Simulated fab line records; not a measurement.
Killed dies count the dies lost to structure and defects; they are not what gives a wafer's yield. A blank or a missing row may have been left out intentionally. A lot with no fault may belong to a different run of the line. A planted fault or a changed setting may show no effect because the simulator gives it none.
fab line records    flow nand-harc
[record] lots = 7  wafers = 21  last-day = 33
route steps=1302 shown P_GATE@119 END@1302
lots that met no fault: from a run of the same line without faults
start-h: hours from the record's opening day to when the first of the lot's shown wafers began    wait-h: time in hours since the lot's previous step    " as in the row above    L1.1+2: a row that stands for several wafers    - no value present, or no start provided    * or withheld: withheld    < > ~ a bound
route shown NAME@n: NAME is a module with steps in the file, n the number in the route of the first one    usual: average and standard deviation across the fault-free wafers    same: alike in all rows    chamber/n: place in a boat    sites: each site's reading    _std_site: the standard deviation of these    _edge_site: mean of outer sites minus mean of inner sites    radius-mm: for every site, how far away it sits from the centre of the wafer    mask NAME#n: copy n    behind: tool/chamber where the wafer was last shaped    hold: why the lot was held/for how many hours/how that ended    device: names the non-switching transistor (n, p or np)    end of line: the route-end tests of the same wafers    a step given without rows: its recipe and nothing more    killed: not the wafer's yield, but the dies lost to structure and defects at the first sort    map: shows each die of a wafer: x if killed, . if not, _ if none is there
set.NAME: setting as actually run; set.NAME@STEP: the setting as run at that earlier step    model.NAME: the simulator's own value behind a step, which no gauge read
certain route steps with their lots: each step a table, each wafer a row
services: when a tool's chamber went out of use (start-h, in hours from the record's first day, below 0 if earlier), for how many hours, and the reason
[[steps]]
[step NHARC_P_GATE_EXPOSE_08]
[recipe] na = 0.6  dose-mj = 16.75  mask-id = P_HV
[step NHARC_P_GATE_PEB_09]
[recipe] peb-temp-c = 118  peb-time-s = 85
[step NHARC_P_GATE_DEVELOP_10]
[recipe] time-s = 70
[step NHARC_P_GATE_CD_MEAS_11]
[recipe] target-cd-nm = 1640  landing-energy-ev = 500
[usual] cd-nm = 1638.8/1.7
lot.wafer  tool       chamber  start-h  wait-h  cd-nm
L459.1     cd-sem-01  0        83.75    -       1639.8
L459.3     "          0        "        "       1640.4
L459.4     "          0        "        "       1638.6
L461.1     cd-sem-01  0        97.73    -       1641.6
L461.3     "          0        "        "       1640.9
L461.6     "          0        "        "       1639.7
L463.4     cd-sem-03  0        119.38   -       1639.7
L463.5     "          0        "        "       1639.9
L463.6     "          0        "        "       1640.1
L474.2     cd-sem-02  0        224.33   -       1636.7
L474.3     "          0        "        "       1636.3
L474.4     "          0        "        "       1635.4
L472.1     cd-sem-01  0        224.37   -       1640.1
L472.4     "          0        "        "       1639.2
L472.6     "          0        "        "       1640.6
L475.1     cd-sem-02  0        241.87   -       1638.6
L475.4     "          0        "        "       1638.4
L475.5     "          0        "        "       1640.2
L481.1     cd-sem-01  0        296.26   -       1639.8
L481.4     "          0        "        "       1641.1
L481.6     "          0        "        "       1639.2
[step NHARC_P_GATE_HARDBAKE_12]
[recipe] temp-c = 125  time-s = 80
[step NHARC_P_GATE_DESCUM_13]
[recipe] time-s = 3  o2-flow-sccm = 200  ar-flow-sccm = 0  bias-power-w = 0  chemistry = O2
[usual] drypump-motor-current-A = 5.8/0.34  o2-flow-sccm = 200.0/0.57  oes-product-au = 1.000/0.0094  rf-vpp-V = 57.7/0.96  showerhead-plenum-p-Torr = 1.90/0.092  throttle-valve-pct = 11.311/0.0089
lot.wafer  tool         chamber  start-h  wait-h  drypump-motor-current-A  o2-flow-sccm  oes-product-au  rf-hours-counter-h  rf-vpp-V  showerhead-plenum-p-Torr  throttle-valve-pct
L459.4     rie-diel-03  2        83.92    -       5.5                      200.0         1.007           6.2                 58.5      1.85                      11.301
L459.3     "            3        "        "       5.8                      199.4         0.995           6.2                 58.2      1.79                      11.298
L459.1     "            0        "        "       5.3                      199.9         1.002           5.4                 58.1      1.78                      11.313
L461.1     rie-diel-10  0        97.89    -       6.4                      200.5         1.010           2.0                 58.6      1.99                      11.314
L461.3     "            1        "        "       6.0                      199.9         1.016           1.8                 58.0      1.86                      11.308
L461.6     "            1        "        "       6.0                      199.9         1.019           -                   57.6      1.86                      11.317
L463.4     rie-diel-10  0        119.58   -       6.4                      201.0         1.011           -                   58.0      1.99                      11.299
L463.5     "            1        "        "       6.0                      199.5         1.013           -                   58.4      1.86                      11.301
L463.6     "            2        "        "       5.7                      199.9         1.000           -                   58.2      1.79                      11.314
L474.4     rie-diel-03  1        224.49   -       6.1                      199.4         0.991           5.4                 57.9      1.99                      11.329
L474.2     "            2        "        "       5.6                      198.8         1.022           6.9                 57.2      1.85                      11.312
L474.3     "            3        "        "       5.8                      199.4         1.004           6.3                 57.3      1.78                      11.315
L472.1     rie-diel-06  0        224.54   -       5.2                      199.5         0.996           5.5                 57.9      1.99                      11.305
L472.4     "            1        "        "       5.5                      199.9         0.978           7.4                 57.9      2.01                      11.325
L472.6     "            0        "        "       5.2                      199.9         0.993           -                   57.5      1.99                      11.319
L475.1     rie-diel-06  3        242.05   -       5.3                      200.3         0.994           6.6                 58.9      1.98                      11.312
L475.4     "            1        "        "       5.5                      200.3         0.985           7.8                 58.2      2.01                      11.310
L475.5     "            3        "        "       5.3                      201.1         0.989           -                   59.5      1.98                      11.297
L481.4     rie-diel-03  3        296.42   -       5.8                      200.5         0.997           0.2                 55.8      1.78                      11.317
L481.1     "            1        "        "       6.1                      200.1         0.989           0.2                 58.9      1.99                      11.316
L481.6     "            0        "        "       5.3                      199.6         1.008           -                   57.1      1.78                      11.323
[step NHARC_P_GATE_ETCH_14]
[recipe] target-depth-a = 488  chemistry = dHF  material = SiO2
[step NHARC_P_GATE_STRIP_15]
[recipe] time-s = 780  temp-c = 130  chemistry = SPM
[step NHARC_P_GATE_PRECLEAN_71]
[recipe] time-s = *  temp-c = 50  bath-age-min = 0  chemistry = SC1
[step NHARC_P_GATE_SRD_72]
[step NHARC_P_GATE_OXIDE_16]
[recipe] target-thk-a = 30  temp-c = 875  ox-time-s = 392  material = SiO2
[step NHARC_P_GATE_CVD_17]
[recipe] target-thk-a = 1500  temp-c = 620  time-s = 900  material = poly-Si
[step NHARC_P_GATE_HM_DEP_102]
[recipe] target-thk-a = 1200  temp-c = 400  material = aC
[usual] throttle-valve-pct = 34.998/0.0084
lot.wafer  tool        chamber  start-h  wait-h  throttle-valve-pct
L459.1     acl-dep-03  0        96.44    0.4     35.018
L459.3     "           0        "        "       34.994
L459.4     "           0        "        "       34.992
L459.1     acl-dep-01  0        97.63    1.1     34.973
L459.3     "           0        "        "       35.002
L459.4     "           0        "        "       34.991
L461.1     acl-dep-02  0        112.79   2.6     35.013
L461.3     "           0        "        "       35.004
L461.6     "           0        "        "       35.008
L461.1     acl-dep-01  0        114.96   2.1     35.010
L461.3     "           0        "        "       34.985
L461.6     "           0        "        "       35.002
L463.4     acl-dep-03  0        134.24   0.8     34.998
L463.5     "           0        "        "       34.997
L463.6     "           0        "        "       34.981
L463.4     acl-dep-01  0        135.83   1.5     35.020
L463.5     "           0        "        "       35.010
L463.6     "           0        "        "       35.001
L472.1     acl-dep-01  0        239.13   2.4     35.015
L472.4     "           0        "        "       35.002
L472.6     "           0        "        "       34.988
L474.2     acl-dep-01  0        239.87   3.2     35.002
L474.3     "           0        "        "       35.000
L474.4     "           0        "        "       35.003
L475.1     acl-dep-02  0        256.59   2.3     34.996
L475.4     "           0        "        "       34.996
L475.5     "           0        "        "       35.000
L481.1     acl-dep-02  0        311.50   2.3     35.007
L481.4     "           0        "        "       35.017
L481.6     "           0        "        "       35.000
[step NHARC_P_GATE_DEP_103]
[recipe] target-thk-a = 300  target-thk-nm = 30  temp-c = 400  flow-sccm = 200  rf-w = 350  material = SiON
[usual] heater-power-w = 712/110
lot.wafer  tool      chamber  start-h  wait-h  heater-power-w  since-wet-clean-h
L459.1     pecvd-03  2        98.33    0.6     605             81
L459.3     "         0        "        "       691             81
L459.4     "         1        "        "       640             -
L461.1     pecvd-03  0        115.69   0.6     581             99
L461.3     "         2        "        "       551             99
L461.6     "         1        "        "       618             -
L463.6     pecvd-04  1        136.46   0.3     779             -
L463.4     "         2        "        "       803             -
L463.5     "         0        "        "       811             -
L472.1     pecvd-04  1        239.85   0.6     762             139
L472.6     "         2        "        "       783             -
L472.4     "         1        "        "       750             -
L474.3     pecvd-01  2        240.45   0.4     843             97
L474.2     "         0        "        "       831             97
L474.4     "         0        "        "       861             -
L475.1     pecvd-01  0        257.25   0.6     772             114
L475.5     "         0        "        "       759             -
L475.4     "         1        "        "       660             -
L481.1     pecvd-04  2        312.21   0.6     915             30
L481.4     "         1        "        "       776             -
L481.6     "         2        "        "       890             -
[step NHARC_END_SORT_01]
[recipe] temp-c = 25
[usual] killed-at-array = 62/22  killed-at-other = 1.0/1.4  killed-at-periphery = 4.2/2.8  killed-dies = 67/23  killed-open = 3.1/1.7  killed-short = 2.1/1.5
[same] gross-dies = 677
lot.wafer  tool       chamber  start-h  wait-h  killed-at-array  killed-at-other  killed-at-periphery  killed-dies  killed-open  killed-short
L459.1     prober-02  0        580.10   2.5     52               1                9                    62           1            3
// killed by level:class
L459.1 A_CHANNEL_HOLE_D2:chamber-film-flake=30 A_CONTACT:chamber-film-flake=8 P_M1:chamber-film-flake=5 A_STAIRCASE:chamber-film-flake=5 A_CHANNEL_HOLE_D1:chamber-film-flake=4 P_GATE:chamber-film-flake=3 A_ONON_D1:geometric-particle:open=1 A_ONON_D1:geometric-particle:short=1
[[services]]
tool         chamber  start-h  hours  kind
acl-dep-02   -        61.16    13.0   pm
rie-diel-10  -        65.52    9.0    pm
rie-diel-03  -        70.88    0.2    repair
pecvd-03     -        72.18    0.7    repair
rie-diel-03  -        85.81    0.7    repair
pecvd-04     -        88.00    13.0   pm
rie-diel-03  3        94.51    25.0   repair
rie-diel-03  -        104.30   9.0    pm
rie-diel-10  3        108.30   13.7   repair
pecvd-01     0        108.54   3.6    repair
pecvd-01     -        112.10   3.7    repair
acl-dep-03   -        120.93   13.0   pm
rie-diel-10  0        123.74   16.0   repair
pecvd-03     -        128.27   1.4    repair
rie-diel-06  -        130.20   9.0    pm
acl-dep-01   -        185.76   13.0   pm
rie-diel-03  0        213.28   5.7    repair
rie-diel-03  1        214.60   5.0    repair
acl-dep-02   -        243.59   13.0   pm
rie-diel-03  -        253.51   0.7    repair
pecvd-04     -        269.13   13.0   pm
rie-diel-03  -        281.30   9.0    pm
rie-diel-03  3        296.53   3.5    repair
rie-diel-03  2        304.64   5.4    repair
[[key]]
[first-sign] step = NHARC_P_GATE_HM_DEP_102  reading = visit  direction = added
effect none on later readings
met-at NHARC_P_GATE_HM_DEP_102
struck-wafers L459.1,L459.3,L459.4,L461.1,L461.3,L461.6,L463.4,L463.5,L463.6
tester-left-out L459,L461,L463
[fault] kind = repeated-step-whole  tool = acl-dep-01,acl-dep-02,acl-dep-03  chamber = -  onset-h = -  steps = NHARC_P_GATE_HM_DEP_102  times = 1  scope = struck-lots-only
// tester-left-out: of these lots the tester's yield and bins aren't shown, on N5 and GAA mostly nor the transistor test; their killed dies are dies lost to structure and defects alone, not to doping, threshold or leakage, so they don't give the yield
